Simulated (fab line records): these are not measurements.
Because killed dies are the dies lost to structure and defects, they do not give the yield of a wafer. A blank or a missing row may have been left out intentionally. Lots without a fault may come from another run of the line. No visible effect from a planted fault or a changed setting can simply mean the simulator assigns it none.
Which tool was responsible? || flow nandHarc || 14 lots with 40 wafers sampled at 5 steps, on a route of 1302 steps

WHAT EACH GAUGE READ, for each wafer
NHARC_A_ONON_D1_THK_MEAS_34: measures by ellipsometry. Usual: thkNm reads 200 nm (standard deviation 3.1).
{"lot": "L298", "measured": "day 8 22:04", "on": "filmMetro-02", "thkNm (nm)": "199 199 200", "flag": ""}
{"lot": "L297", "measured": "day 9 12:31", "on": "filmMetro-02", "thkNm (nm)": "205 207 206", "flag": ""}
{"lot": "L301", "measured": "day 10 01:26", "on": "filmMetro-01", "thkNm (nm)": "202 204 207", "flag": ""}
{"lot": "L302", "measured": "day 10 08:27", "on": "filmMetro-02", "thkNm (nm)": "193 199 200", "flag": ""}
{"lot": "L303", "measured": "day 10 18:01", "on": "filmMetro-02", "thkNm (nm)": "203 205 200", "flag": ""}
{"lot": "L304", "measured": "day 11 07:15", "on": "filmMetro-02", "thkNm (nm)": "198 199 200", "flag": ""}
{"lot": "L306", "measured": "day 11 20:02", "on": "filmMetro-01", "thkNm (nm)": "198 200 199", "flag": ""}
{"lot": "L305", "measured": "day 11 20:02", "on": "filmMetro-02", "thkNm (nm)": "199 200 202", "flag": ""}
{"lot": "L308", "measured": "day 12 20:14", "on": "filmMetro-02", "thkNm (nm)": "201 201 203", "flag": ""}
{"lot": "L309", "measured": "day 13 06:46", "on": "filmMetro-02", "thkNm (nm)": "197 199 200", "flag": ""}
{"lot": "L310", "measured": "day 14 13:12", "on": "filmMetro-02", "thkNm (nm)": "192 194 199", "flag": ""}
{"lot": "L318", "measured": "day 17 02:44", "on": "filmMetro-01", "thkNm (nm)": "203 208", "flag": ""}
{"lot": "L319", "measured": "day 17 10:09", "on": "filmMetro-02", "thkNm (nm)": "206 201", "flag": ""}
{"lot": "L320", "measured": "day 17 20:04", "on": "filmMetro-02", "thkNm (nm)": "197 203 202", "flag": ""}

NHARC_A_CHANNEL_HOLE_D1_OVL_MEAS_11. Usual: overlayXNm 0.0 nm, standard deviation 0.86; overlayYNm 0.4 nm, standard deviation 0.71.
{"lot": "L298", "measured": "day 9 02:02", "on": "overlay-01", "overlayXNm (nm)": "-1.5 -1.7 -1.4", "overlayYNm (nm)": "0.5 0.5 0.4", "flag": ""}
{"lot": "L297", "measured": "day 9 17:14", "on": "overlay-02", "overlayXNm (nm)": "-0.2 -0.7 0.1", "overlayYNm (nm)": "-1.0 -1.5 -0.7", "flag": ""}
{"lot": "L301", "measured": "day 10 04:27", "on": "overlay-02", "overlayXNm (nm)": "-1.8 -1.1 -1.5", "overlayYNm (nm)": "1.0 1.1 0.8", "flag": ""}
{"lot": "L302", "measured": "day 10 11:13", "on": "overlay-02", "overlayXNm (nm)": "-0.9 0.2 -0.8", "overlayYNm (nm)": "0.1 0.5 0.3", "flag": ""}
{"lot": "L303", "measured": "day 10 20:52", "on": "overlay-01", "overlayXNm (nm)": "-0.9 -0.9 -0.7", "overlayYNm (nm)": "-0.1 0.2 0.0", "flag": ""}
{"lot": "L304", "measured": "day 11 16:58", "on": "overlay-01", "overlayXNm (nm)": "0.0 -0.1 -0.1", "overlayYNm (nm)": "0.0 -0.1 -0.2", "flag": ""}
{"lot": "L306", "measured": "day 12 00:38", "on": "overlay-02", "overlayXNm (nm)": "0.3 0.7 0.6", "overlayYNm (nm)": "-0.8 -0.1 -0.7", "flag": ""}
{"lot": "L305", "measured": "day 12 01:07", "on": "overlay-02", "overlayXNm (nm)": "1.5 1.4 1.5", "overlayYNm (nm)": "0.5 0.4 0.4", "flag": ""}
{"lot": "L308", "measured": "day 13 01:34", "on": "overlay-01", "overlayXNm (nm)": "-0.2 -0.1 0.3", "overlayYNm (nm)": "1.0 0.5 1.4", "flag": ""}
{"lot": "L309", "measured": "day 13 10:02", "on": "overlay-02", "overlayXNm (nm)": "-0.5 0.9 0.1", "overlayYNm (nm)": "-0.1 0.0 0.3", "flag": ""}
{"lot": "L310", "measured": "day 14 16:16", "on": "overlay-02", "overlayXNm (nm)": "1.2 1.1 1.1", "overlayYNm (nm)": "1.2 0.9 1.2", "flag": ""}
{"lot": "L318", "measured": "day 17 05:35", "on": "overlay-01", "overlayXNm (nm)": "-0.8 -1.2", "overlayYNm (nm)": "-0.2 -0.5", "flag": ""}
{"lot": "L319", "measured": "day 17 16:05", "on": "overlay-01", "overlayXNm (nm)": "0.7 -0.2", "overlayYNm (nm)": "0.6 0.7", "flag": ""}
{"lot": "L320", "measured": "day 18 00:06", "on": "overlay-02", "overlayXNm (nm)": "0.7 1.1 1.1", "overlayYNm (nm)": "-0.2 0.2 -0.3", "flag": ""}

NHARC_END_SORT_01. Usual: killedAtArray 58, standard deviation 20; killedAtOther 0.8, standard deviation 1; killedAtPeriphery 4.6, standard deviation 2.8; killedDies 63, standard deviation 19; killedOpen 3.4, standard deviation 2; killedShort 2.4, standard deviation 1.8.
{"lot": "L297", "measured": "day 25 06:40", "on": "prober-01", "killedAtArray": "54 63 42", "killedAtOther": "1 0 0", "killedAtPeriphery": "6 4 7", "killedDies": "61 67 49", "killedOpen": "4 1 3", "killedShort": "0 7 2", "flag": ""}
{"lot": "L303", "measured": "day 27 00:28", "on": "prober-01", "killedAtArray": "82 43 65", "killedAtOther": "0 0 0", "killedAtPeriphery": "7 7 6", "killedDies": "89 50 71", "killedOpen": "1 2 3", "killedShort": "3 2 1", "flag": ""}
{"lot": "L308", "measured": "day 29 08:40", "on": "prober-02", "killedAtArray": "51 51 46", "killedAtOther": "0 0 0", "killedAtPeriphery": "9 2 9", "killedDies": "60 53 55", "killedOpen": "3 3 3", "killedShort": "3 3 4", "flag": ""}
{"lot": "L318", "measured": "day 33 09:34", "on": "prober-02", "killedAtArray": "429 49", "killedAtOther": "0 0", "killedAtPeriphery": "9 7", "killedDies": "438 56", "killedOpen": "5 4", "killedShort": "4 6", "flag": "OFF"}
{"lot": "L319", "measured": "day 34 12:01", "on": "prober-02", "killedAtArray": "491 72", "killedAtOther": "2 0", "killedAtPeriphery": "6 7", "killedDies": "499 79", "killedOpen": "4 2", "killedShort": "6 2", "flag": "OFF"}
{"lot": "L320", "measured": "day 34 09:34", "on": "prober-01", "killedAtArray": "60 427 82", "killedAtOther": "1 0 0", "killedAtPeriphery": "2 3 4", "killedDies": "63 430 86", "killedOpen": "2 7 6", "killedShort": "1 1 0", "flag": "OFF"}

TOOL THAT RAN EACH LOT (tool first, then ch and the chambers of the sampled wafers, then the start)
{"lot": "L298", "NHARC_A_CHANNEL_HOLE_D1_DEP_01": "pecvd-02 ch 0,2, day 9 01:13", "NHARC_A_CHANNEL_HOLE_D1_ETCH_38": "rieDiel-09 ch 0,2,3, day 9 02:13"}
{"lot": "L297", "NHARC_A_CHANNEL_HOLE_D1_DEP_01": "pecvd-01 ch 0,1,2, day 9 16:31", "NHARC_A_CHANNEL_HOLE_D1_ETCH_38": "rieDiel-09 ch 0,1,3, day 9 17:26"}
{"lot": "L301", "NHARC_A_CHANNEL_HOLE_D1_DEP_01": "pecvd-02 ch 0,1, day 10 03:46", "NHARC_A_CHANNEL_HOLE_D1_ETCH_38": "rieDiel-09 ch 0,1,2, day 10 04:38"}
{"lot": "L302", "NHARC_A_CHANNEL_HOLE_D1_DEP_01": "pecvd-04 ch 0,1, day 10 10:35", "NHARC_A_CHANNEL_HOLE_D1_ETCH_38": "rieDiel-09 ch 1,3, day 10 11:24"}
{"lot": "L303", "NHARC_A_CHANNEL_HOLE_D1_DEP_01": "pecvd-04 ch 0,1,2, day 10 20:08", "NHARC_A_CHANNEL_HOLE_D1_ETCH_38": "rieDiel-02 ch 0,1,3, day 10 21:04"}
{"lot": "L304", "NHARC_A_CHANNEL_HOLE_D1_DEP_01": "pecvd-02 ch 0,1, day 11 16:13", "NHARC_A_CHANNEL_HOLE_D1_ETCH_38": "rieDiel-09 ch 0,2,3, day 11 17:08"}
{"lot": "L306", "NHARC_A_CHANNEL_HOLE_D1_DEP_01": "pecvd-02 ch 1,2, day 11 23:52", "NHARC_A_CHANNEL_HOLE_D1_ETCH_38": "rieDiel-09 ch 1,2, day 12 00:49"}
{"lot": "L305", "NHARC_A_CHANNEL_HOLE_D1_DEP_01": "pecvd-02 ch 0,1, day 12 00:17", "NHARC_A_CHANNEL_HOLE_D1_ETCH_38": "rieDiel-02 ch 1,2, day 12 01:18"}
{"lot": "L308", "NHARC_A_CHANNEL_HOLE_D1_DEP_01": "pecvd-04 ch 0,1, day 13 00:45", "NHARC_A_CHANNEL_HOLE_D1_ETCH_38": "rieDiel-02 ch 1,2,3, day 13 01:45"}
{"lot": "L309", "NHARC_A_CHANNEL_HOLE_D1_DEP_01": "pecvd-04 ch 1,2, day 13 09:21", "NHARC_A_CHANNEL_HOLE_D1_ETCH_38": "rieDiel-09 ch 0,2,3, day 13 10:13"}
{"lot": "L310", "NHARC_A_CHANNEL_HOLE_D1_DEP_01": "pecvd-04 ch 1,2, day 14 15:25", "NHARC_A_CHANNEL_HOLE_D1_ETCH_38": "rieDiel-06 ch 2,3, day 14 16:34"}
{"lot": "L318", "NHARC_A_CHANNEL_HOLE_D1_DEP_01": "pecvd-02 ch 0,1, day 17 04:52", "NHARC_A_CHANNEL_HOLE_D1_ETCH_38": "rieDiel-09 ch 0, day 17 05:46"}
{"lot": "L319", "NHARC_A_CHANNEL_HOLE_D1_DEP_01": "pecvd-02 ch 0,2, day 17 15:22", "NHARC_A_CHANNEL_HOLE_D1_ETCH_38": "rieDiel-09 ch 1,3, day 17 16:17"}
{"lot": "L320", "NHARC_A_CHANNEL_HOLE_D1_DEP_01": "pecvd-02 ch 0,2, day 17 23:22", "NHARC_A_CHANNEL_HOLE_D1_ETCH_38": "rieDiel-09 ch 0,2, day 18 00:19"}
- NHARC_A_CHANNEL_HOLE_D1_DEP_01: deposits SiON, target thk 140 nm.
- NHARC_A_CHANNEL_HOLE_D1_ETCH_38: etches the open film in CF4, target depth 39 nm, time 65 s.

AS READ BY THE TOOLS THEMSELVES (means over the sampled wafers that have a number; for cases with no such wafer, the mark the record gives instead)
NHARC_A_CHANNEL_HOLE_D1_DEP_01. Usual: heaterPowerW 780 W, standard deviation 100; showerheadVppV 1137 V, standard deviation 56.
{"lot": "L298", "tool": "pecvd-02", "heaterPowerW (W)": 670, "showerheadVppV (V)": 1187, "flag": ""}
{"lot": "L297", "tool": "pecvd-01", "heaterPowerW (W)": 796, "showerheadVppV (V)": 1099, "flag": ""}
{"lot": "L301", "tool": "pecvd-02", "heaterPowerW (W)": 690, "showerheadVppV (V)": 1190, "flag": ""}
{"lot": "L302", "tool": "pecvd-04", "heaterPowerW (W)": 759, "showerheadVppV (V)": 1108, "flag": ""}
{"lot": "L303", "tool": "pecvd-04", "heaterPowerW (W)": 811, "showerheadVppV (V)": 1145, "flag": ""}
{"lot": "L304", "tool": "pecvd-02", "heaterPowerW (W)": 704, "showerheadVppV (V)": 1156, "flag": ""}
{"lot": "L306", "tool": "pecvd-02", "heaterPowerW (W)": 780, "showerheadVppV (V)": 1117, "flag": ""}
{"lot": "L305", "tool": "pecvd-02", "heaterPowerW (W)": 695, "showerheadVppV (V)": 1148, "flag": ""}
{"lot": "L308", "tool": "pecvd-04", "heaterPowerW (W)": 732, "showerheadVppV (V)": 1099, "flag": ""}
{"lot": "L309", "tool": "pecvd-04", "heaterPowerW (W)": 868, "showerheadVppV (V)": 1161, "flag": ""}
{"lot": "L310", "tool": "pecvd-04", "heaterPowerW (W)": 836, "showerheadVppV (V)": 1155, "flag": ""}
{"lot": "L318", "tool": "pecvd-02", "heaterPowerW (W)": 672, "showerheadVppV (V)": 1172, "flag": ""}
{"lot": "L319", "tool": "pecvd-02", "heaterPowerW (W)": 765, "showerheadVppV (V)": 1158, "flag": ""}
{"lot": "L320", "tool": "pecvd-02", "heaterPowerW (W)": 700, "showerheadVppV (V)": 1135, "flag": ""}

NHARC_A_CHANNEL_HOLE_D1_ETCH_38. Usual: drypumpMotorCurrentA 6.0 A, standard deviation 0.31; oesProductAu 0.999 a.u., standard deviation 0.0092; rfVppV 151.0 V, standard deviation 1.2; showerheadPlenumPTorr 1.75 Torr, standard deviation 0.073; throttleValvePct 13.283 %, standard deviation 0.0091.
{"lot": "L298", "tool": "rieDiel-09", "drypumpMotorCurrentA (A)": 6.2, "oesProductAu (a.u.)": 1.005, "rfVppV (V)": 151.0, "showerheadPlenumPTorr (Torr)": 1.74, "throttleValvePct (%)": 13.284, "flag": ""}
{"lot": "L297", "tool": "rieDiel-09", "drypumpMotorCurrentA (A)": 6.0, "oesProductAu (a.u.)": 0.995, "rfVppV (V)": 150.7, "showerheadPlenumPTorr (Torr)": 1.74, "throttleValvePct (%)": 13.289, "flag": ""}
{"lot": "L301", "tool": "rieDiel-09", "drypumpMotorCurrentA (A)": 6.1, "oesProductAu (a.u.)": 0.998, "rfVppV (V)": 151.9, "showerheadPlenumPTorr (Torr)": 1.80, "throttleValvePct (%)": 13.288, "flag": ""}
{"lot": "L302", "tool": "rieDiel-09", "drypumpMotorCurrentA (A)": 6.2, "oesProductAu (a.u.)": 1.010, "rfVppV (V)": 151.4, "showerheadPlenumPTorr (Torr)": 1.73, "throttleValvePct (%)": 13.285, "flag": ""}
{"lot": "L303", "tool": "rieDiel-02", "drypumpMotorCurrentA (A)": 5.9, "oesProductAu (a.u.)": 0.994, "rfVppV (V)": 149.9, "showerheadPlenumPTorr (Torr)": 1.69, "throttleValvePct (%)": 13.282, "flag": ""}
{"lot": "L304", "tool": "rieDiel-09", "drypumpMotorCurrentA (A)": 6.2, "oesProductAu (a.u.)": 1.009, "rfVppV (V)": 150.4, "showerheadPlenumPTorr (Torr)": 1.74, "throttleValvePct (%)": 13.279, "flag": ""}
{"lot": "L306", "tool": "rieDiel-09", "drypumpMotorCurrentA (A)": 6.2, "oesProductAu (a.u.)": 1.000, "rfVppV (V)": 152.3, "showerheadPlenumPTorr (Torr)": 1.84, "throttleValvePct (%)": 13.282, "flag": ""}
{"lot": "L305", "tool": "rieDiel-02", "drypumpMotorCurrentA (A)": 6.0, "oesProductAu (a.u.)": 1.003, "rfVppV (V)": 151.4, "showerheadPlenumPTorr (Torr)": 1.76, "throttleValvePct (%)": 13.284, "flag": ""}
{"lot": "L308", "tool": "rieDiel-02", "drypumpMotorCurrentA (A)": 6.0, "oesProductAu (a.u.)": 1.003, "rfVppV (V)": 151.1, "showerheadPlenumPTorr (Torr)": 1.73, "throttleValvePct (%)": 13.294, "flag": ""}
{"lot": "L309", "tool": "rieDiel-09", "drypumpMotorCurrentA (A)": 6.2, "oesProductAu (a.u.)": 1.006, "rfVppV (V)": 150.9, "showerheadPlenumPTorr (Torr)": 1.74, "throttleValvePct (%)": 13.282, "flag": ""}
{"lot": "L310", "tool": "rieDiel-06", "drypumpMotorCurrentA (A)": 5.9, "oesProductAu (a.u.)": 1.000, "rfVppV (V)": 151.9, "showerheadPlenumPTorr (Torr)": 1.84, "throttleValvePct (%)": 13.287, "flag": ""}
{"lot": "L318", "tool": "rieDiel-09", "drypumpMotorCurrentA (A)": 5.7, "oesProductAu (a.u.)": 0.905, "rfVppV (V)": 150.6, "showerheadPlenumPTorr (Torr)": 1.71, "throttleValvePct (%)": 13.275, "flag": "OFF"}
{"lot": "L319", "tool": "rieDiel-09", "drypumpMotorCurrentA (A)": 6.2, "oesProductAu (a.u.)": 0.911, "rfVppV (V)": 150.3, "showerheadPlenumPTorr (Torr)": 1.75, "throttleValvePct (%)": 13.289, "flag": "OFF"}
{"lot": "L320", "tool": "rieDiel-09", "drypumpMotorCurrentA (A)": 6.0, "oesProductAu (a.u.)": 0.932, "rfVppV (V)": 150.9, "showerheadPlenumPTorr (Torr)": 1.75, "throttleValvePct (%)": 13.282, "flag": "OFF"}

THE ANSWER, worked out from the rows above alone
Rule: take the mean of a lot's wafers that have a number; if it is more than 3 standard deviations from the usual mean, the lot is off. Also off: a lot with no number at a reading for which 4 or more lots have one. Where the step has rows for the other lots, those lots are counted as sound. Order of review: gauges by route order, followed by the tools' own readings, for which a lot's mean as printed above is used. At the first step where some lot is off, the reading lying furthest off is the one used; lots without a number count as furthest.
Off at NHARC_END_SORT_01 (killedDies): L318, L319, L320. Neither off nor sound, because the step has no rows for them: L298, L301, L302, L304, L306, L305, L309, L310.
A tool fits if, at a process step before that reading, it ran every lot that is off, and no sound lot after the first of them. Not tried: the gauges at NHARC_END_SORT_01; whatever is off there is also off at NHARC_A_CHANNEL_HOLE_D1_ETCH_38, on other tools, and gauge error can't account for it. Undecided on this evidence; 2 tools fit (pecvd-02 at NHARC_A_CHANNEL_HOLE_D1_DEP_01, rieDiel-09 at NHARC_A_CHANNEL_HOLE_D1_ETCH_38).

WHAT THE SIMULATOR PUT IN
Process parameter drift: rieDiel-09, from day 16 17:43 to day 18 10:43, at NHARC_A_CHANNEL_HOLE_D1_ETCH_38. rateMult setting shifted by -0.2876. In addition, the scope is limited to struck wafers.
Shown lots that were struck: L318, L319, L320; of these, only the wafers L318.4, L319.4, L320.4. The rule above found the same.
